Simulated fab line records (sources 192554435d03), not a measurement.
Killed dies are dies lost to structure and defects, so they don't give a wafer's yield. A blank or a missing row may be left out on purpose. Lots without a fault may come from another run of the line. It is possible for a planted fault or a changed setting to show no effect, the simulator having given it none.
fab line records ; flow n5Finfet
[record] lots = 7; wafers = 21
route steps=1938 shown BEOL_M4@1059 BEOL_M5@1112 BEOL_M7@1263
startH: the number of hours between the record's first day and the start of the first shown wafer of the lot ; waitH: how many hours have passed since the lot's step before this one ; " the same as in the row above ; L1.1+2: a row that stands for several wafers ; - value missing, or start not given ; * or withheld: withheld ; < > ~ a bound
route shown NAME@n: names a module that has steps shown in the file, with the first one's number in the route ; usual: average and standard deviation across the fault-free wafers ; same: alike in all rows ; chamber/n: place in a boat ; sites: readings site by site ; _std_site: the values' standard deviation ; _edge_site: the outer-site mean with the inner-site mean subtracted ; radiusMm: how far each site lies from the wafer's centre ; mask NAME#n: copy n ; behind: the most recent tool/chamber to have shaped the wafer ; hold: the reason the lot was held/the length of the hold in hours/how it ended ; device: the transistor (n, p or np) that didn't switch ; end of line: the route-end tests of the same wafers ; where a step has no rows: the recipe by itself ; killed: dies lost to structure and defects at the first sort, not the wafer's yield ; map: dies across one wafer; x = killed, . = not, _ = none there
set.NAME: setting as actually run; set.NAME@STEP: the setting as run at that earlier step ; model.NAME: the simulator's own value behind a step, which no gauge read
lots whose settings were changed on purpose; a table a step, a row a wafer
[[steps]]
[step N5_BEOL_M4_DESCUM_33]
[recipe] chemistry = O2; timeS = 7; sourcePowerW = 50; biasPowerW = 20; pressureMtorr = 20; rfFrequencyHz = 2.712e+07; tempC = 40; resist = CAR-EUV; o2FlowSccm = 225
lot.wafer;tool;chamber;startH;waitH;set.timeS;model.CAR-EUV_of_BEOL_M4_COAT_22.thkNm
L074.2+6;rieDiel-04;0;169.08;0.1;7.922;25.8
L074.4;rieDiel-04;1;169.08;0.1;7;26.2
L076.1+4;rieDiel-01;1,2;185.81;0.0;6.211;26.4
L076.2;rieDiel-01;0;185.81;0.0;7;26.2
L077.1+6;rieDiel-04;2;193.04;0.0;7;26
L077.2;rieDiel-04;3;193.04;0.0;7;26.2
L085.1+6;rieDiel-01;3,1;280.83;0.0;8.173;25.4
L085.5;rieDiel-01;0;280.83;0.0;7;26
L089.1+3+6;rieDiel-01;3,0,1;284.99;0.0;7;26
L095.1;rieDiel-01;1;305.13;0.0;7;26
L095.2+6;rieDiel-01;0,3;305.13;0.0;8.392;25.4
L096.1+4;rieDiel-06;0;305.76;0.0;7;26.2
L096.5;rieDiel-06;2;305.76;0.0;7;26
[step N5_BEOL_M4_ETCH_77]
[recipe] chemistry = N2/H2; target = underlayer; targetDepthA = 65; maskMaterial = CAR-EUV; timeS = 5.2; ionEnergyEv = 200; pressureMtorr = 30; sourceW = 840; biasW = 150; n2FlowSccm = 200; h2FlowSccm = 200; ends = cleared
lot.wafer;tool;chamber;startH;waitH;set.timeS@BEOL_M4_DESCUM_33;model.CAR-EUV_of_BEOL_M4_COAT_22.thkNm
L074.2+6;rieDiel-04;0;169.12;0.0;7.922;20
L074.4;rieDiel-04;1;169.12;0.0;7;20.4
L076.1+4;rieDiel-01;1,2;185.85;0.0;6.211;20.8
L076.2;rieDiel-01;0;185.85;0.0;7;20.4
L077.1+6;rieDiel-04;2;193.08;0.0;7;20.4
L077.2;rieDiel-04;3;193.08;0.0;7;20.6
L085.1;rieDiel-01;3;280.87;0.0;8.173;19.6
L085.5;rieDiel-01;0;280.87;0.0;7;20.4
L085.6;rieDiel-01;1;280.87;0.0;8.173;19.8
L089.1+3+6;rieDiel-01;3,0,1;285.03;0.0;7;20.2
L095.1;rieDiel-01;1;305.17;0.0;7;20.4
L095.2;rieDiel-01;0;305.17;0.0;8.392;19.8
L095.6;rieDiel-01;3;305.17;0.0;8.392;19.6
L096.1;rieDiel-06;0;305.79;0.0;7;20.4
L096.4;rieDiel-06;0;305.79;0.0;7;20.6
L096.5;rieDiel-06;2;305.79;0.0;7;20.2
[step N5_BEOL_M4_ETCH_69]
[recipe] chemistry = CF4; target = SiARC; targetDepthA = 156; maskMaterial = CAR-EUV; timeS = 26; ionEnergyEv = 80; pressureMtorr = 40; sourceW = 545; biasW = 36; Ar_flow_sccm = 100; cf4FlowSccm = 100; ends = cleared
lot.wafer;tool;chamber;startH;waitH;set.timeS@BEOL_M4_DESCUM_33;model.CAR-EUV_of_BEOL_M4_COAT_22.thkNm
L074.2+6;rieDiel-04;0;169.13;0.0;7.922;10.8
L074.4;rieDiel-04;1;169.13;0.0;7;11.2
L076.1+4;rieDiel-01;1,2;185.86;0.0;6.211;11.6
L076.2;rieDiel-01;0;185.86;0.0;7;11.2
L077.1+6;rieDiel-04;2;193.10;0.0;7;11.2
L077.2;rieDiel-04;3;193.10;0.0;7;11.4
L085.1;rieDiel-01;3;280.88;0.0;8.173;10.4
L085.5;rieDiel-01;0;280.88;0.0;7;11.2
L085.6;rieDiel-01;1;280.88;0.0;8.173;10.6
L089.1+3+6;rieDiel-01;3,0,1;285.04;0.0;7;11
L095.1;rieDiel-01;1;305.18;0.0;7;11.2
L095.2+6;rieDiel-01;0,3;305.18;0.0;8.392;10.4
L096.1+4;rieDiel-06;0;305.81;0.0;7;11.2
L096.5;rieDiel-06;2;305.81;0.0;7;11
[step N5_BEOL_M4_ALD_98]
[recipe] material = SiO2; targetThkA = 25; tempC = 100; aldPrecursorFamily = BDEAS; aldCoReactant = O2-plasma; pulseTimeS = 1; coReactantPulseTimeS = 1; purgeTimeS = 2; coReactantPurgeTimeS = 2; aldCycles = 17; pressureTorr = 2
[step N5_BEOL_M4_ETCHBACK_99]
[recipe] chemistry = CHF3; target = SiO2; targetDepthA = 50; timeS = 10.4; sourceW = 215; biasW = 47; Ar_flow_sccm = 200; CHF3_flow_sccm = 12; ionEnergyEv = 100; pressureMtorr = 30
lot.wafer;tool;chamber;startH;waitH;set.timeS@BEOL_M4_DESCUM_33;model.CAR-EUV_of_BEOL_M4_COAT_22.thkNm
L074.2;rieDiel-06;0;183.74;14.3;7.922;10
L074.4;rieDiel-06;2;183.74;14.3;7;10.4
L074.6;rieDiel-06;1;183.74;14.3;7.922;10.2
L076.1+4;rieDiel-01;2;192.14;6.1;6.211;10.8
L076.2;rieDiel-01;1;192.14;6.1;7;10.4
L077.1+6;rieDiel-04;0;222.55;29.3;7;10.4
L077.2;rieDiel-04;3;222.55;29.3;7;10.6
L085.1;rieDiel-06;2;287.86;6.0;8.173;9.6
L085.5;rieDiel-06;0;287.86;6.0;7;10.4
L085.6;rieDiel-06;3;287.86;6.0;8.173;9.8
L089.1+6;rieDiel-06;2,0;299.52;14.3;7;10.2
L089.3;rieDiel-06;0;299.52;14.3;7;10.4
L095.1;rieDiel-01;3;321.16;15.8;7;10.4
L095.2;rieDiel-01;0;321.16;15.8;8.392;9.8
L095.6;rieDiel-01;2;321.16;15.8;8.392;9.6
L096.1;rieDiel-01;0;329.35;23.4;7;10.4
L096.4;rieDiel-01;3;329.35;23.4;7;10.6
L096.5;rieDiel-01;0;329.35;23.4;7;10.2
[step N5_BEOL_M5_ILD_DEP_00]
[recipe] material = SiCOH_lowk; targetThkA = 1406.4; tempC = 300; precursor = DEMS/porogen; pressureTorr = 5; rfW = 500; timeS = 25.9
lot.wafer;tool;chamber;startH;waitH;set.timeS;model.SiCOH_lowk_of_BEOL_M5_ILD_DEP_00.thkNm
L074.2;pecvd-03;2;190.99;0.7;25.9;142.8
L074.4;pecvd-03;2;190.99;0.7;23.42;130.6
L074.6;pecvd-03;1;190.99;0.7;25.9;141.4
L076.1;pecvd-03;1;199.51;0.8;25.9;138
L076.2;pecvd-03;0;199.51;0.8;24.68;132
L076.4;pecvd-03;1;199.51;0.8;24.68;134.6
L077.1;pecvd-01;0;227.61;0.8;25.9;138.6
L077.2;pecvd-01;1;227.61;0.8;22.03;119.2
L077.6;pecvd-01;0;227.61;0.8;22.03;119.8
L085.1;pecvd-03;0;293.01;0.8;25.9;140
L085.5;pecvd-03;1;293.01;0.8;25.9;138.8
L085.6;pecvd-03;2;293.01;0.8;25.9;143.4
L089.1;pecvd-01;0;306.57;0.8;25.9;138.8
L089.3;pecvd-01;1;306.57;0.8;25.9;139.4
L089.6;pecvd-01;0;306.57;0.8;25.9;143
L095.1;pecvd-03;2;326.78;0.8;22.18;121.4
L095.2;pecvd-03;1;326.78;0.8;22.18;120.4
L095.6;pecvd-03;2;326.78;0.8;25.9;143.4
L096.1;pecvd-01;0;334.68;0.8;25.9;139.4
L096.4+5;pecvd-01;0,2;334.68;0.8;22.48;124.4
[step N5_BEOL_M5_CURE_79]
[recipe] tempC = 385; timeS = 240; ambient = He/Ar; material = SiCOH_lowk
lot.wafer;tool;chamber;startH;waitH;set.timeS@BEOL_M5_ILD_DEP_00;model.SiCOH_lowk_of_BEOL_M5_ILD_DEP_00.thkNm
L074.2;uvCure-03;2;191.13;0.1;25.9;123
L074.4;uvCure-03;2;191.13;0.1;23.42;112.4
L074.6;uvCure-03;2;191.13;0.1;25.9;121.6
L076.1;uvCure-02;0;200.05;0.5;25.9;118.8
L076.2;uvCure-02;0;200.05;0.5;24.68;113.6
L076.4;uvCure-02;0;200.05;0.5;24.68;115.8
L077.1;uvCure-03;2;227.67;0.0;25.9;119.2
L077.2;uvCure-03;2;227.67;0.0;22.03;102.4
L077.6;uvCure-03;2;227.67;0.0;22.03;102.8
L085.1;uvCure-01;2;293.07;0.0;25.9;120.4
L085.5;uvCure-01;2;293.07;0.0;25.9;119.4
L085.6;uvCure-01;2;293.07;0.0;25.9;123.4
L089.1;uvCure-02;1;306.79;0.2;25.9;119.4
L089.3;uvCure-02;1;306.79;0.2;25.9;120
L089.6;uvCure-02;1;306.79;0.2;25.9;123
L095.1;uvCure-03;1;326.85;0.0;22.18;104.4
L095.2;uvCure-03;1;326.85;0.0;22.18;103.6
L095.6;uvCure-03;1;326.85;0.0;25.9;123.4
L096.1;uvCure-01;0;334.74;0.0;25.9;120
L096.4+5;uvCure-01;0;334.74;0.0;22.48;107
[step N5_BEOL_M5_THK_MEAS_01]
[recipe] reads = SiCOH_lowk_of_BEOL_M5_ILD_DEP_00
[usual] M5_ILD_THK = 120.8/1.5
lot.wafer;tool;chamber;startH;waitH;set.timeS@BEOL_M5_ILD_DEP_00;M5_ILD_THK[nm]
L074.2;filmMetro-01;-;191.56;0.4;25.9;123.0
L074.4;filmMetro-01;-;191.56;0.4;23.42;112.3
L074.6;filmMetro-01;-;191.56;0.4;25.9;121.8
L076.1;filmMetro-02;-;200.56;0.4;25.9;118.8
L076.2;filmMetro-02;-;200.56;0.4;24.68;113.6
L076.4;filmMetro-02;-;200.56;0.4;24.68;115.6
L077.1;filmMetro-02;-;228.19;0.4;25.9;119.3
L077.2;filmMetro-02;-;228.19;0.4;22.03;102.3
L077.6;filmMetro-02;-;228.19;0.4;22.03;102.9
L085.1;filmMetro-02;-;294.07;0.8;25.9;120.5
L085.5;filmMetro-02;-;294.07;0.8;25.9;119.4
L085.6;filmMetro-02;-;294.07;0.8;25.9;123.5
L089.1;filmMetro-02;-;307.78;0.8;25.9;119.4
L089.3;filmMetro-02;-;307.78;0.8;25.9;119.9
L089.6;filmMetro-02;-;307.78;0.8;25.9;123.0
L095.1;filmMetro-02;-;327.84;0.8;22.18;104.4
L095.2;filmMetro-02;-;327.84;0.8;22.18;103.6
L095.6;filmMetro-02;-;327.84;0.8;25.9;123.4
L096.1;filmMetro-02;-;335.25;0.4;25.9;120.0
L096.4;filmMetro-02;-;335.25;0.4;22.48;107.0
L096.5;filmMetro-02;-;335.25;0.4;22.48;107.0
[step N5_BEOL_M5_HM_DEP_02]
[recipe] material = TiN; targetThkA = 200; tempC = 25; chamberPressurePa = 0.49996
lot.wafer;tool;chamber;startH;waitH;set.targetThkA;model.TiN_of_BEOL_M5_HM_DEP_02.thkNm
L074.2;pvdSputter-02;-;192.10;0.5;200;20
L074.4;pvdSputter-02;-;192.10;0.5;220.3;21.6
L074.6;pvdSputter-02;-;192.10;0.5;220.3;21.8
L076.1+2;pvdSputter-02;-;201.68;1.1;179.6;17.8
L076.4;pvdSputter-02;-;201.68;1.1;200;19.8
L077.1;pvdSputter-03;-;228.28;0.0;186.9;18.6
L077.2+6;pvdSputter-03;-;228.28;0.0;200;20
L085.1;pvdSputter-03;-;294.41;0.3;217.5;22
L085.5+6;pvdSputter-03;-;294.41;0.3;200;20.2
L089.1+3;pvdSputter-03;-;308.30;0.5;200;20
L089.6;pvdSputter-03;-;308.30;0.5;200;20.2
L095.1;pvdSputter-01;-;329.97;2.1;200;19.6
L095.2;pvdSputter-01;-;329.97;2.1;189;19
L095.6;pvdSputter-01;-;329.97;2.1;200;19.8
L096.1+4;pvdSputter-03;-;335.96;0.7;190;19.4
L096.5;pvdSputter-03;-;335.96;0.7;200;20.2
[step N5_BEOL_M5_COAT_59]
[recipe] resist = SOC; tempC = 250; timeS = 60; spinRpm = 1500; resistThkNm = 60
[step N5_BEOL_M5_COAT_60]
[recipe] resist = SiARC; tempC = 220; timeS = 60; spinRpm = 1500; resistThkNm = 12
[step N5_BEOL_M5_STRIP_73]
[recipe] chemistry = N2/H2; tempC = 40; n2FlowSccm = 200; h2FlowSccm = 200; rfFrequencyHz = 6e+07
[step N5_BEOL_M5_STRIP_64]
[recipe] chemistry = CF4; resist = SiARC; powerW = 300; biasPowerW = 75; pressureMtorr = 50; cf4FlowSccm = 150; rfFrequencyHz = 6e+07
[step N5_BEOL_M5_HM_OPEN_17]
[recipe] chemistry = Cl2/BCl3; targetDepthA = 200; overetchA = 60; target = TiN; maskMaterial = SOC; ionEnergyEv = 150; pressureMtorr = 10; icpW = 1000; biasW = 126; Cl2_flow_sccm = 53.25; bcl3FlowSccm = 21.75; Ar_flow_sccm = 25
lot.wafer;tool;chamber;startH;waitH;set.targetThkA@BEOL_M5_HM_DEP_02;model.etch.depthNm
L074.2;rieMetal-02;1;192.95;0.0;200;19.92
L074.4;rieMetal-02;0;192.95;0.0;220.3;21.63
L074.6;rieMetal-02;1;192.95;0.0;220.3;21.88
L076.1;rieMetal-02;0;203.09;0.0;179.6;17.72
L076.2;rieMetal-02;1;203.09;0.0;179.6;17.71
L076.4;rieMetal-02;1;203.09;0.0;200;19.83
L077.1;rieMetal-01;1;229.04;0.0;186.9;18.66
L077.2;rieMetal-01;0;229.04;0.0;200;19.98
L077.6;rieMetal-01;1;229.04;0.0;200;19.95
L085.1;rieMetal-03;0;295.40;0.0;217.5;21.91
L085.5;rieMetal-03;0;295.40;0.0;200;20.13
L085.6;rieMetal-03;1;295.40;0.0;200;20.19
L089.1;rieMetal-01;1;309.19;0.0;200;19.96
L089.3;rieMetal-01;1;309.19;0.0;200;19.92
L089.6;rieMetal-01;0;309.19;0.0;200;20.16
L095.1;rieMetal-01;1;330.85;0.0;200;19.7
L095.2;rieMetal-01;0;330.85;0.0;189;19
L095.6;rieMetal-01;0;330.85;0.0;200;19.81
L096.1;rieMetal-01;0;337.06;0.0;190;19.47
L096.4;rieMetal-01;1;337.06;0.0;190;19.44
L096.5;rieMetal-01;1;337.06;0.0;200;20.26
[step N5_BEOL_M5_STRIP_19]
[recipe] chemistry = O2; powerW = 400; tempC = 40; pressureMtorr = 30; rfFrequencyHz = 6e+07; biasPowerW = 0; overashFraction = 0.2; o2FlowSccm = 225
[step N5_BEOL_M5_STRIP_85]
[recipe] chemistry = C4F6/O2; resist = SiARC; rfFrequencyHz = 6e+07
[step N5_BEOL_M5_STRIP_36]
[recipe] chemistry = N2/H2; powerW = 450; tempC = 40; pressureMtorr = 20; rfFrequencyHz = 6e+07; overashFraction = 0.3; biasPowerW = 7; h2Frac = 0.5; n2FlowSccm = 200; h2FlowSccm = 200
[step N5_BEOL_M5_TRENCH_ETCH_37]
[recipe] chemistry = C4F6/O2; targetDepthA = 716.52; target = SiCOH_lowk; timeS = 24.7; ionEnergyEv = 250; pressureMtorr = 30; sourceW = 345; biasW = 185; Ar_flow_sccm = 300; C4F6_flow_sccm = 10; O2_flow_sccm = 10
lot.wafer;tool;chamber;startH;waitH;set.targetThkA@BEOL_M5_HM_DEP_02;model.TiN_of_BEOL_M5_HM_DEP_02.thkNm
L074.2;rieDiel-03;0;-;-;200;17.8
L074.4;rieDiel-03;1;-;-;220.3;19.6
L074.6;rieDiel-03;3;-;-;220.3;19.8
L076.1+2;rieDiel-03;3,1;-;-;179.6;15.6
L076.4;rieDiel-03;0;-;-;200;17.6
L077.1;rieDiel-02;0;-;-;186.9;16.6
L077.2;rieDiel-02;2;-;-;200;18
L077.6;rieDiel-02;0;-;-;200;17.8
L085.1;rieDiel-05;0;-;-;217.5;19.8
L085.5+6;rieDiel-05;2,3;-;-;200;18
L089.1+3;rieDiel-03;1,0;-;-;200;17.8
L089.6;rieDiel-03;3;-;-;200;18
L095.1+6;rieDiel-05;1,2;-;-;200;17.6
L095.2;rieDiel-05;2;-;-;189;16.8
L096.1;rieDiel-03;0;-;-;190;17.4
L096.4;rieDiel-03;1;-;-;190;17.2
L096.5;rieDiel-03;0;-;-;200;18.2
[step N5_BEOL_M7_ILD_DEP_00]
[recipe] material = SiCOH_lowk; targetThkA = 1797.5; tempC = 300; precursor = DEMS/porogen; pressureTorr = 5; rfW = 500; timeS = 33.4
lot.wafer;tool;chamber;startH;waitH;set.timeS;model.SiCOH_lowk_of_BEOL_M7_ILD_DEP_00.thkNm
L074.2;pecvd-03;2;213.63;0.0;33.4;180.8
L074.4;pecvd-03;2;213.63;0.0;33.4;181.6
L074.6;pecvd-03;1;213.63;0.0;33.4;179.2
L076.1;pecvd-02;0;224.13;0.0;33.4;176
L076.2;pecvd-02;1;224.13;0.0;33.4;174.4
L076.4;pecvd-02;1;224.13;0.0;30.55;163.4
L077.1;pecvd-02;2;246.83;0.0;33.4;181
L077.2;pecvd-02;0;246.83;0.0;33.4;177
L077.6;pecvd-02;1;246.83;0.0;33.4;176.6
L085.1;pecvd-03;0;313.83;0.0;33.4;180.8
L085.5;pecvd-03;2;313.83;0.0;33.4;186.4
L085.6;pecvd-03;0;313.83;0.0;33.4;185.2
L089.1;pecvd-02;0;329.91;0.0;33.4;180
L089.3;pecvd-02;1;329.91;0.0;33.4;179.4
L089.6;pecvd-02;0;329.91;0.0;33.4;182.2
L095.1;pecvd-03;1;348.58;0.0;35.99;196
L095.2;pecvd-03;2;348.58;0.0;33.4;184.2
L095.6;pecvd-03;2;348.58;0.0;35.99;201.8
L096.1;pecvd-04;1;353.73;0.0;33.4;177
L096.4;pecvd-04;1;353.73;0.0;33.4;179
L096.5;pecvd-04;1;353.73;0.0;37.37;200.6
[step N5_BEOL_M7_CURE_74]
[recipe] tempC = 385; timeS = 240; ambient = He/Ar; material = SiCOH_lowk
lot.wafer;tool;chamber;startH;waitH;set.timeS@BEOL_M7_ILD_DEP_00;model.SiCOH_lowk_of_BEOL_M7_ILD_DEP_00.thkNm
L074.2;uvCure-02;0;214.21;0.6;33.4;156
L074.4;uvCure-02;0;214.21;0.6;33.4;156.6
L074.6;uvCure-02;0;214.21;0.6;33.4;154.6
L076.1;uvCure-03;2;224.21;0.1;33.4;151.8
L076.2;uvCure-03;2;224.21;0.1;33.4;150.2
L076.4;uvCure-03;2;224.21;0.1;30.55;140.8
L077.1;uvCure-03;1;246.94;0.1;33.4;156
L077.2;uvCure-03;1;246.94;0.1;33.4;152.6
L077.6;uvCure-03;1;246.94;0.1;33.4;152.4
L085.1;uvCure-01;1;313.89;0.0;33.4;156
L085.5;uvCure-01;1;313.89;0.0;33.4;160.8
L085.6;uvCure-01;1;313.89;0.0;33.4;159.8
L089.1;uvCure-03;1;329.97;0.0;33.4;155.2
L089.3;uvCure-03;1;329.97;0.0;33.4;154.8
L089.6;uvCure-03;1;329.97;0.0;33.4;157.2
L095.1;uvCure-03;1;349.64;1.0;35.99;169.2
L095.2;uvCure-03;1;349.64;1.0;33.4;158.8
L095.6;uvCure-03;1;349.64;1.0;35.99;174.2
L096.1;uvCure-03;2;353.82;0.1;33.4;152.6
L096.4;uvCure-03;2;353.82;0.1;33.4;154.4
L096.5;uvCure-03;2;353.82;0.1;37.37;173.2
[step N5_BEOL_M7_THK_MEAS_01]
[recipe] reads = SiCOH_lowk_of_BEOL_M7_ILD_DEP_00
[usual] M7_ILD_THK = 155.7/2.5
lot.wafer;tool;chamber;startH;waitH;set.timeS@BEOL_M7_ILD_DEP_00;M7_ILD_THK[nm]
L074.2;filmMetro-02;-;214.65;0.4;33.4;156.0
L074.4;filmMetro-02;-;214.65;0.4;33.4;156.6
L074.6;filmMetro-02;-;214.65;0.4;33.4;154.5
L076.1;filmMetro-02;-;224.73;0.4;33.4;151.7
L076.2;filmMetro-02;-;224.73;0.4;33.4;150.2
L076.4;filmMetro-02;-;224.73;0.4;30.55;140.9
L077.1;filmMetro-01;-;247.45;0.4;33.4;156.2
L077.2;filmMetro-01;-;247.45;0.4;33.4;152.6
L077.6;filmMetro-01;-;247.45;0.4;33.4;152.2
L085.1;filmMetro-02;-;314.40;0.4;33.4;156.0
L085.5;filmMetro-02;-;314.40;0.4;33.4;160.6
L085.6;filmMetro-02;-;314.40;0.4;33.4;159.8
L089.1;filmMetro-01;-;330.48;0.4;33.4;155.3
L089.3;filmMetro-01;-;330.48;0.4;33.4;154.6
L089.6;filmMetro-01;-;330.48;0.4;33.4;157.2
L095.1;filmMetro-01;-;350.16;0.4;35.99;169.2
L095.2;filmMetro-01;-;350.16;0.4;33.4;158.8
L095.6;filmMetro-01;-;350.16;0.4;35.99;174.3
L096.1;filmMetro-01;-;354.33;0.4;33.4;152.5
L096.4;filmMetro-01;-;354.33;0.4;33.4;154.4
L096.5;filmMetro-01;-;354.33;0.4;37.37;173.3
[[key]]
[split] step = N5_BEOL_M4_DESCUM_33; setting = timeS; stated = 7; by = wafer
[response] step = N5_BEOL_M4_DESCUM_33; reading = model.CAR-EUV_of_BEOL_M4_COAT_22.thkNm; change = -0.0302; per = 1%; r = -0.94
[response] step = N5_BEOL_M4_ETCH_77; reading = model.CAR-EUV_of_BEOL_M4_COAT_22.thkNm; change = -0.0363; per = 1%; r = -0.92
[response] step = N5_BEOL_M4_ETCH_69; reading = model.CAR-EUV_of_BEOL_M4_COAT_22.thkNm; change = -0.0383; per = 1%; r = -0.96
[response] step = N5_BEOL_M4_ETCHBACK_99; reading = model.CAR-EUV_of_BEOL_M4_COAT_22.thkNm; change = -0.0349; per = 1%; r = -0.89
[split] step = N5_BEOL_M5_ILD_DEP_00; setting = timeS; stated = 25.9; by = wafer
[response] step = N5_BEOL_M5_ILD_DEP_00; reading = model.SiCOH_lowk_of_BEOL_M5_ILD_DEP_00.thkNm; change = +1.31; per = 1%; r = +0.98
[response] step = N5_BEOL_M5_CURE_79; reading = model.SiCOH_lowk_of_BEOL_M5_ILD_DEP_00.thkNm; change = +1.13; per = 1%; r = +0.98
[response] step = N5_BEOL_M5_THK_MEAS_01; reading = M5_ILD_THK; change = +1.14; per = 1%; r = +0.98
[split] step = N5_BEOL_M5_HM_DEP_02; setting = targetThkA; stated = 200; by = wafer
[response] step = N5_BEOL_M5_HM_DEP_02; reading = model.TiN_of_BEOL_M5_HM_DEP_02.thkNm; change = +0.184; per = 1%; r = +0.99
[response] step = N5_BEOL_M5_HM_OPEN_17; reading = model.etch.depthNm; change = +0.189; per = 1%; r = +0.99
[response] step = N5_BEOL_M5_TRENCH_ETCH_37; reading = model.TiN_of_BEOL_M5_HM_DEP_02.thkNm; change = +0.191; per = 1%; r = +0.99
[split] step = N5_BEOL_M7_ILD_DEP_00; setting = timeS; stated = 33.4; by = wafer
[response] step = N5_BEOL_M7_ILD_DEP_00; reading = model.SiCOH_lowk_of_BEOL_M7_ILD_DEP_00.thkNm; change = +1.76; per = 1%; r = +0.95
[response] step = N5_BEOL_M7_CURE_74; reading = model.SiCOH_lowk_of_BEOL_M7_ILD_DEP_00.thkNm; change = +1.54; per = 1%; r = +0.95
[response] step = N5_BEOL_M7_THK_MEAS_01; reading = M7_ILD_THK; change = +1.54; per = 1%; r = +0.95
